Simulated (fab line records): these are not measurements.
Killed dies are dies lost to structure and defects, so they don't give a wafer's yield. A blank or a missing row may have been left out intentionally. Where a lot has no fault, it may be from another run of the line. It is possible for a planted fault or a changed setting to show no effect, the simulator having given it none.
Split-lot trial | flow n5 finfet | on a route of 1938 steps: 7 lots, 21 wafers read

== SPLIT DETAILS ==
At N5_BEOL_M13_COAT_65 (time 60 s, resist thk 350 nm), the setting spin rpm was moved away from the recipe's 1500 rpm on 10 of the 21 wafers read, by -11.1% to +3.0%. This setting was run at the recipe's value on the other wafers.

The split's own step is where the reading is taken.

== THE READING ==
SOC_of_BEOL_M13_COAT_65.thk nm (the simulator's own value, which no gauge read), in nm, at N5_BEOL_M13_COAT_65 (time 60 s, resist thk 350 nm). There is no usual value for it anywhere in the file. Here, 11 wafers ran the recipe; their average is 350.5 nm with a standard deviation of 1.2 nm.

wafer  | tool, chamber at the split | spin rpm as run, rpm | against the recipe | SOC_of_BEOL_M13_COAT_65.thk nm, nm | against lot-mates on the recipe
L075.1 | litho track-03, 0          | 1500                 | recipe             | 352                                | -
L075.2 | litho track-03, 0          | 1500                 | recipe             | 351.6                              | -
L075.3 | litho track-03, 0          | 1500                 | recipe             | 351.8                              | -
L076.2 | litho track-02, 0          | 1500                 | recipe             | 349.8                              | -
L076.3 | litho track-02, 0          | 1404                 | -6.4%              | 362                                | +12.2
L076.6 | litho track-02, 0          | 1404                 | -6.4%              | 362.4                              | +12.6
L077.1 | litho track-01, 0          | 1545                 | +3.0%              | 346.2                              | no lot-mate on the recipe
L077.5 | litho track-01, 0          | 1545                 | +3.0%              | 346                                | no lot-mate on the recipe
L077.6 | litho track-01, 0          | 1545                 | +3.0%              | 347.2                              | no lot-mate on the recipe
L081.4 | litho track-01, 0          | 1387                 | -7.5%              | 365.8                              | +14.2
L081.5 | litho track-01, 0          | 1387                 | -7.5%              | 364.8                              | +13.2
L081.6 | litho track-01, 0          | 1500                 | recipe             | 351.6                              | -
L080.1 | litho track-02, 0          | 1500                 | recipe             | 349.4                              | -
L080.3 | litho track-02, 0          | 1500                 | recipe             | 349                                | -
L080.6 | litho track-02, 0          | 1500                 | recipe             | 350.2                              | -
L084.1 | litho track-01, 0          | 1334                 | -11.1%             | 372                                | +20.2
L084.6 | litho track-01, 0          | 1334                 | -11.1%             | 372                                | +20.2
L084.5 | litho track-01, 0          | 1500                 | recipe             | 351.8                              | -
L092.2 | litho track-02, 0          | 1344                 | -10.4%             | 369.2                              | +20.2
L092.3 | litho track-02, 0          | 1500                 | recipe             | 348.8                              | -
L092.4 | litho track-02, 0          | 1500                 | recipe             | 349.2                              | -

THE FIT
A straight line over all 21 wafers: SOC_of_BEOL_M13_COAT_65.thk nm changes by -1.84 nm for each +1% of spin rpm; r = -0.99; the points scatter about the line by 1.2 nm.
The same after taking each lot's own level away (the mean of its wafers on the recipe; 18 wafers): -1.86 nm for each +1%; r = -1.00; scatter 0.45 nm.
That fit puts the effect of the largest move of spin rpm on the reading at 21 nm.
Across the lots, their own levels run from 349.00 to 351.80 nm, a range of 2.3 times the standard deviation given above.
So the lot-to-lot level changes the slope little: the two slopes agree.
Check: with one of the wafers moved furthest among these (-11.1%) left out of the fit, the line predicts +20.7 nm for it against its lot-mates. It came out at +20.2 nm against them.

== THE OTHER SPLITS THESE WAFERS WENT THROUGH ==
Note: prior to the reading, these wafers also went through further splits. Each is held against what the fit with the lots' levels taken away leaves over:
other split on the same wafers    | wafers away from the commonest value | r with SOC_of_BEOL_M13_COAT_65.thk nm (lot level and that fit taken away)
N5_BEOL_M10_PEB_26 peb time s     | 9                                    | -0.09
N5_BEOL_M10_VIA_ETCH_34 time s    | 9                                    | +0.10
N5_BEOL_M10_TRENCH_ETCH_37 time s | 6                                    | -0.08
N5_BEOL_M11_VIA_ETCH_34 source w  | 8                                    | +0.45
N5_BEOL_M11_TRENCH_ETCH_37 time s | 4                                    | +0.37

== FILE'S OWN FIT ==
SOC_of_BEOL_M13_COAT_65.thk nm changes by -1.88 nm for each +1% of spin rpm, r = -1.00.
